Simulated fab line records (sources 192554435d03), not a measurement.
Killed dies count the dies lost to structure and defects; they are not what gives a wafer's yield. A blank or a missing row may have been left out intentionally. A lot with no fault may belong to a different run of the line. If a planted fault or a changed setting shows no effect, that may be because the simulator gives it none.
Struck lot and sound lot, side by side -- flow n5 finfet -- 36 out of 1938 route steps
Sound: the wafers L439.2, L439.4, L439.6. Struck: wafer L451.6. (L451.5 of the same lot was not struck and is left out.) The cause comes at the end.
Order at every step that has rows: each side's tool, ch and its chambers, its first start. Under that, the readings that differ: sound wafers -- struck wafers -- difference of the means -- sigmas: that difference in standard deviations of wafers without a fault.
alike: same words and numbers on both sides, and readings whose means sit less than 2 such deviations apart. not compared: any withheld reading, any reading some wafer has no value for, any bound like >300 that may hide the same value, and any number with overlapping values for which the record gives no deviation.
Wherever a step has rows on one side only, a row that says differs or no value, or a row with sigmas, the two part there. Numbers that don't overlap but have no deviation are shown without sigmas and don't part them. A reading missing from all wafers of one side parts the sides only when that side holds two or more wafers.

first, 9 steps without rows for these wafers: N5_SD_EPI_N_DEVELOP_08 (develop time 30 s); N5_SD_EPI_N_DESCUM_14 (chemistry O2, time 7.9 s); N5_SD_EPI_N_ETCH_34 (etches SiARC in CF4, target depth 45.5 nm, time 75.8 s); N5_SD_EPI_N_ETCH_35 (etches SOC in N2/H2, overetch 108 nm, time 486 s); N5_SD_EPI_N_STRIP_36 (strips in N2/H2); N5_SD_EPI_N_ETCHBACK_44 (etches SiNx in CH3F/O2, stops on SiO2, target depth 14.5 nm); N5_SD_EPI_N_ETCH_45 (etches SiOCN in CH3F/O2, target depth 6 nm); N5_SD_EPI_N_ETCH_16 (etches SiO2 in CHF3/O2, target depth 5 nm); N5_SD_EPI_N_STRIP_47 (strips in CHF3/O2).
N5_SD_EPI_N_SD_RECESS_17: chemistry HBr/Cl2/O2, target depth 41 nm, time 23.7 s, bt time 3 s.
  sound on rie si-02 ch 0,1,3, day 3 14:52; struck on rie si-03 ch 2, day 6 12:29
reading,sound,struck,difference,sigmas
throttle valve pct (%),37.3 37.0 36.9,38.0,+0.9,+2
model.etch.depth nm (nm),39.56 40.83 41.13,45.64,+5.13,
model.SD_EPI_N.feature depth nm (nm),39.6 40.8 41.2,45.6,+5.1,
model.Si_of_WELL_APT_EPI_41.thk nm (nm),10.4 9 8.8,4.2,-5.2,
  alike: drypump motor current A, oes product au
  not compared: rf hours counter h
then, 2 steps without rows for these wafers: N5_SD_EPI_N_STRIP_38 (strips in N2/H2); N5_SD_EPI_N_WET_ETCH_43 (etches SiO2 in dHF, time 14 s, target depth 1.5 nm).
N5_SD_EPI_N_STRIP_18: strips in SPM, time 750 s.
  sound on wet bench-02 ch 3,6,7, day 3 15:05; struck on wet bench-05 ch 6, day 6 12:38
reading,sound,struck,difference,sigmas
model.Si_of_WELL_APT_EPI_41.thk nm (nm),10 8.6 8.4,3.8,-5.2,
then, 21 steps without rows for these wafers: N5_SD_EPI_N_SRD_20 (time 30 s); N5_SD_EPI_N_PRECLEAN_48 (cleans in NF3:NH3, afs cycles 2, time 20 s, sublimation time 60 s); N5_SD_EPI_N_VAPOR_ETCH_50 (etches Si in HCl, time 54 s); N5_SD_EPI_N_EPI_21 (deposits Si:P, time 690 s); N5_SD_EPI_N_PRECLEAN_24 (cleans in O3/DIW, time 60 s); N5_SD_EPI_N_SRD_25 (time 30 s); N5_SD_EPI_N_PRECLEAN_49 (cleans in NF3:NH3, afs cycles 1, time 20 s, sublimation time 60 s); N5_SD_EPI_N_LINER_46 (material SiNx, target thk 3 nm); N5_SD_EPI_P_COAT_34 (time 60 s, resist thk 350 nm); N5_SD_EPI_P_COAT_35 (time 60 s, resist thk 35 nm); N5_SD_EPI_P_COAT_03 (resist thk 150 nm); N5_SD_EPI_P_EBR_05; N5_SD_EPI_P_SOFTBAKE_04 (time 60 s); N5_SD_EPI_P_EXPOSE_06 (exposes mask SD P BLK, target cd 240 nm); N5_SD_EPI_P_PEB_07 (peb time 60 s); N5_SD_EPI_P_DEVELOP_08 (develop time 30 s); N5_SD_EPI_P_DESCUM_14 (chemistry O2, time 7.9 s); N5_SD_EPI_P_ETCH_36 (etches SiARC in CF4, target depth 45.5 nm, time 75.8 s); N5_SD_EPI_P_ETCH_37 (etches SOC in N2/H2, overetch 108 nm, time 486 s); N5_SD_EPI_P_STRIP_38 (strips in N2/H2); N5_SD_EPI_P_ETCHBACK_46 (etches SiNx in CH3F/O2, stops on SiO2, target depth 17.5 nm).
-- a jump in the record: the struck wafers' starts before and after are 6 days apart (it breaks off in module SD_EPI_P and resumes in module BEOL_M4, where the first step shown is number 1111 of the route) --
N5_BEOL_M4_RC_MEAS_101:
  sound on prober-02 ch 0, day 8 20:22; struck on prober-01 ch 0, day 12 00:58
reading,sound,struck,difference,sigmas
CJ_N,4.14 4.26 4.38,4.70,+0.44,+4
DIBL_N (mV/V),37.7 37.5 39.1,44.2,+6.1,+3
IOFF_N (nA/um),0.18 0.18 0.20,0.47,+0.28,+7
IOFF_N_85C (nA/um),3.5 3.5 3.8,7.8,+4.2,+7
SS_N (mV/dec),71.1 71.7 71.7,77.1,+5.6,+8
VT_P (mV),-254 -254 -255,-245,+9,+3
  alike: DIBL_P, IOFF_P, ION_N, ION_P, SS_P, VT_N
-- record jumps: 4 days separate the struck wafers' starts on either side; left off in module BEOL_M4, taken up again in module PASSIVATION, whose first shown step is the route's number 1936 --
N5_PASSIVATION_PROBE_49:
  rows exist in the record for the struck wafers here (prober-01, day 16 08:20), but not for the sound ones

WHERE THEY PART
Last at N5_PASSIVATION_PROBE_49 as far as this record goes, first at N5_SD_EPI_N_SD_RECESS_17.

WHY: the cause the simulator had injected
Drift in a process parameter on rie si-03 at N5_SD_EPI_N_SD_RECESS_17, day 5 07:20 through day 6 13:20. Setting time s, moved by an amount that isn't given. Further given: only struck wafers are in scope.
